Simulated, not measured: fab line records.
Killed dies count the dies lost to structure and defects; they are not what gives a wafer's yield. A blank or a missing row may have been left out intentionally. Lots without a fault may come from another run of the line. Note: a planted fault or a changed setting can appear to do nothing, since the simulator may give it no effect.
Matching of chambers	flow n5Finfet	4 sister chambers for N5_HKMG_FIN_ETCH_67 on rieDiel-04
The step etches SOC in N2/H2, stops on TiN, target depth 388.9 nm. 14 wafers are shown with their chamber, then 7 later ones without.

WAFERS, EACH WITH ITS CHAMBER
wafer	chamber	showerheadPlenumPTorr (Torr)	rfVppV (V)	oesProductAu (a.u.)
L077.1	0	2.66	242.3	0.71
L077.2	1	2.56	241.1	0.77
L077.5	2	2.39	239.8	0.68
L078.2	3	2.63	241.6	0.69
L078.3	1	2.55	240.4	0.77
L078.6	3	2.63	241.1	0.69
L081.1	1	2.55	240.2	0.76
L081.2	0	2.66	241.4	0.70
L081.4	0	2.66	242.3	0.71
L083.1	2	2.39	239.3	0.66
L083.2	0	2.66	242.1	0.70
L083.5	2	2.39	237.5	0.67
L085.3	3	2.62	241.4	0.95
L085.5	3	2.62	241.8	0.94

SIGNATURES (means of the wafers above)
reading	chamber 0	chamber 1	chamber 2	chamber 3	scatter within a chamber
showerheadPlenumPTorr	2.6600	2.5533	2.3900	2.6250	0.00408
rfVppV	242.025	240.567	238.867	241.475	0.647
oesProductAu	0.7050	0.7667	0.6700	0.8175	0.0809
Rule: a wafer's distance from a chamber is the root of the sum, over the readings, of the square of ((its reading less the chamber's mean) divided by the reading's scatter). If the next closest chamber is less than 2 further off than the closest, the wafer can't be placed; otherwise it belongs to the closest. How the scatter is found: for the shown wafers, subtract from each reading the mean of its chamber, square and add these, divide the total by (wafers less chambers), then take the root.

WAFERS WHOSE CHAMBER IS MISSING
wafer	showerheadPlenumPTorr (Torr)	rfVppV (V)	oesProductAu (a.u.)
L085.6	2.65	241.2	0.70
L090.1	2.62	241.1	0.92
L090.2	2.55	241.9	0.74
L090.4	2.65	242.0	0.69
L095.1	2.61	241.5	0.90
L095.5	2.64	242.2	0.69
L095.6	2.54	240.8	0.73

THE CHAMBER EACH PASSED THROUGH
wafer	from the rows above	in truth
L085.6	0	0
L090.1	3	3
L090.2	1	1
L090.4	0	0
L095.1	3	3
L095.5	can't be placed: 3 or 0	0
L095.6	1	1
Correct placement for 6 of the 7. These rows do not allow placing 1 (true chamber among the candidates in 1). 0 placed wrongly.
